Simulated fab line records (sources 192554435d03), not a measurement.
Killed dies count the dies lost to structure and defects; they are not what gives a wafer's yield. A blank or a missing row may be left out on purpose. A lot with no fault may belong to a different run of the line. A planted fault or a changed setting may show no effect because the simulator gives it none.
Which tool is to blame? -- flow n5Finfet -- 11 lots, 33 wafers sampled, at 4 steps of a route of 1938

## WHAT EACH GAUGE READ, for each wafer
N5_PASSIVATION_INSPECT_61: inspects for defects (macro). Usual: rawDefectCount at 2.2, with a standard deviation of 1.5.
lot,measured,on,rawDefectCount,flag
L283,day 11 23:02,defectInspect-02,5 4 2,
L284,day 12 04:19,defectInspect-02,0 3 4,
L286,day 13 08:16,defectInspect-01,3 1 1,
L287,day 13 03:35,defectInspect-02,2 3 2,
L288,day 13 16:56,defectInspect-02,5 4 1,
L290,day 13 20:35,defectInspect-02,4 3 2,
L291,day 13 22:03,defectInspect-02,0 3 1,
L292,day 14 05:43,defectInspect-01,2 1 2,
L293,day 15 20:20,defectInspect-01,2 2 2,
L294,day 15 07:17,defectInspect-01,3 5 4,
L301,day 16 23:35,defectInspect-01,5 0 3,

## EACH LOT AND THE TOOL THAT RAN IT (in order: tool; ch and the chambers of the sampled wafers; start)
lot,N5_BEOL_M4_EXPOSE_08,N5_MIM_TOP_LITHO_DESCUM_10,N5_MIM_BOT_ETCH_STRIP_01
L283,"euvScanner-02 ch 0, day 7 10:31","rieDiel-05 ch 0,2,3, day 11 19:57","rieDiel-05 ch 1,2,3, day 11 21:27"
L284,"euvScanner-01 ch 0, day 8 00:54","rieDiel-01 ch 0,2,3, day 12 02:04","rieDiel-05 ch 0,1,3, day 12 03:19"
L286,"euvScanner-02 ch 0, day 8 13:59","rieDiel-06 ch 0,2, day 13 03:55","rieDiel-01 ch 0,3, day 13 05:15"
L287,"euvScanner-01 ch 0, day 8 21:32","rieDiel-05 ch 2,3, day 13 00:47","rieDiel-01 ch 1,3, day 13 02:28"
L288,"euvScanner-01 ch 0, day 8 23:31","rieDiel-01 ch 0,2,3, day 13 14:42","rieDiel-01 ch 0,2,3, day 13 15:52"
L290,"euvScanner-02 ch 0, day 9 05:22","rieDiel-05 ch 1,2,3, day 13 18:24","rieDiel-06 ch 0,3, day 13 19:37"
L291,"euvScanner-01 ch 0, day 9 10:01","rieDiel-05 ch 0,2,3, day 13 18:44","rieDiel-01 ch 1,2, day 13 19:51"
L292,"euvScanner-02 ch 0, day 9 23:50","rieDiel-06 ch 0,1,2, day 14 02:52","rieDiel-05 ch 1,3, day 14 03:59"
L293,"euvScanner-01 ch 0, day 10 12:46","rieDiel-05 ch 0,1, day 15 08:04","rieDiel-01 ch 0,1,3, day 15 09:17"
L294,"euvScanner-02 ch 0, day 10 17:20","rieDiel-01 ch 1,2,3, day 15 03:26","rieDiel-01 ch 0,2,3, day 15 04:41"
L301,"euvScanner-02 ch 0, day 11 19:51","rieDiel-01 ch 0,1,3, day 16 19:16","rieDiel-06 ch 1,2,3, day 16 20:33"
- N5_BEOL_M4_EXPOSE_08: exposes mask M4.
- N5_MIM_TOP_LITHO_DESCUM_10: chemistry O2, time 7.9 s.
- N5_MIM_BOT_ETCH_STRIP_01: strips in O2.

## AS READ BY THE TOOLS THEMSELVES (means over the sampled wafers that have a number; for cases with no such wafer, the mark the record gives instead)
N5_BEOL_M4_EXPOSE_08. Usual: stageMsdNm at 0.92 nm, with a standard deviation of 0.047.
lot,tool,stageMsdNm (nm),flag
L283,euvScanner-02,0.87,
L284,euvScanner-01,0.96,
L286,euvScanner-02,0.86,
L287,euvScanner-01,0.96,
L288,euvScanner-01,0.96,
L290,euvScanner-02,0.87,
L291,euvScanner-01,0.96,
L292,euvScanner-02,0.86,
L293,euvScanner-01,0.96,
L294,euvScanner-02,0.86,
L301,euvScanner-02,0.87,

N5_MIM_TOP_LITHO_DESCUM_10. Usual: drypumpMotorCurrentA 5.7 A, standard deviation 0.5; oesProductAu 0.82 a.u., standard deviation 0.098; rfVppV 243.3 V, standard deviation 1.3; showerheadPlenumPTorr 2.10 Torr, standard deviation 0.063; throttleValvePct 20.45 %, standard deviation 0.24.
lot,tool,drypumpMotorCurrentA (A),oesProductAu (a.u.),rfVppV (V),showerheadPlenumPTorr (Torr),throttleValvePct (%),flag
L283,rieDiel-05,5.8,0.82,243.7,2.13,20.25,
L284,rieDiel-01,5.5,0.74,243.0,2.12,20.74,
L286,rieDiel-06,5.5,0.86,242.7,2.08,20.54,
L287,rieDiel-05,5.3,0.95,243.7,2.15,20.27,
L288,rieDiel-01,5.5,0.72,243.4,2.11,20.76,
L290,rieDiel-05,5.5,0.84,244.0,2.16,20.35,
L291,rieDiel-05,5.8,0.90,243.1,2.12,20.17,
L292,rieDiel-06,5.6,0.81,242.3,2.09,20.44,
L293,rieDiel-05,6.0,0.78,243.5,2.13,20.45,
L294,rieDiel-01,5.7,0.83,243.4,2.12,20.58,
L301,rieDiel-01,5.4,0.83,242.9,2.06,20.52,

N5_MIM_BOT_ETCH_STRIP_01. Usual: drypumpMotorCurrentA 5.7 A, standard deviation 0.53; oesProductAu 0.81 a.u., standard deviation 0.095; rfVppV 3.7 V, standard deviation 1.3; showerheadPlenumPTorr 2.11 Torr, standard deviation 0.059; throttleValvePct 16.69 %, standard deviation 0.25.
lot,tool,drypumpMotorCurrentA (A),oesProductAu (a.u.),rfVppV (V),showerheadPlenumPTorr (Torr),throttleValvePct (%),flag
L283,rieDiel-05,5.5,0.76,3.4,2.17,16.73,
L284,rieDiel-05,6.0,0.84,2.8,2.14,16.47,
L286,rieDiel-01,5.2,0.72,3.6,2.11,17.08,
L287,rieDiel-01,5.7,0.81,3.3,2.09,16.81,
L288,rieDiel-01,5.5,0.74,3.1,2.12,17.01,
L290,rieDiel-06,5.5,0.74,2.7,2.08,17.00,
L291,rieDiel-01,6.0,0.76,4.8,2.13,16.84,
L292,rieDiel-05,5.7,0.75,3.2,2.18,16.70,
L293,rieDiel-01,5.4,0.86,3.0,2.07,16.72,
L294,rieDiel-01,5.5,0.81,3.5,2.12,16.84,
L301,rieDiel-06,5.9,0.75,3.5,2.10,16.78,

## THE ANSWER, worked out from the rows above alone
Rule: take the mean of a lot's wafers that have a number; if it is more than 3 standard deviations from the usual mean, the lot is off. Also off: a lot with no number at a reading for which 4 or more lots have one. All remaining lots with rows at the step are treated as sound. Order of review: gauges by route order, followed by the tools' own readings, for which a lot's mean as printed above is used. The first step at which some lot is off is used, and at that step the reading that is off furthest; a lot without a number counts as furthest.
No lot is off on any of the readings shown, so nothing can be concluded from this.

## WHAT HAD BEEN PUT IN BY THE SIMULATOR
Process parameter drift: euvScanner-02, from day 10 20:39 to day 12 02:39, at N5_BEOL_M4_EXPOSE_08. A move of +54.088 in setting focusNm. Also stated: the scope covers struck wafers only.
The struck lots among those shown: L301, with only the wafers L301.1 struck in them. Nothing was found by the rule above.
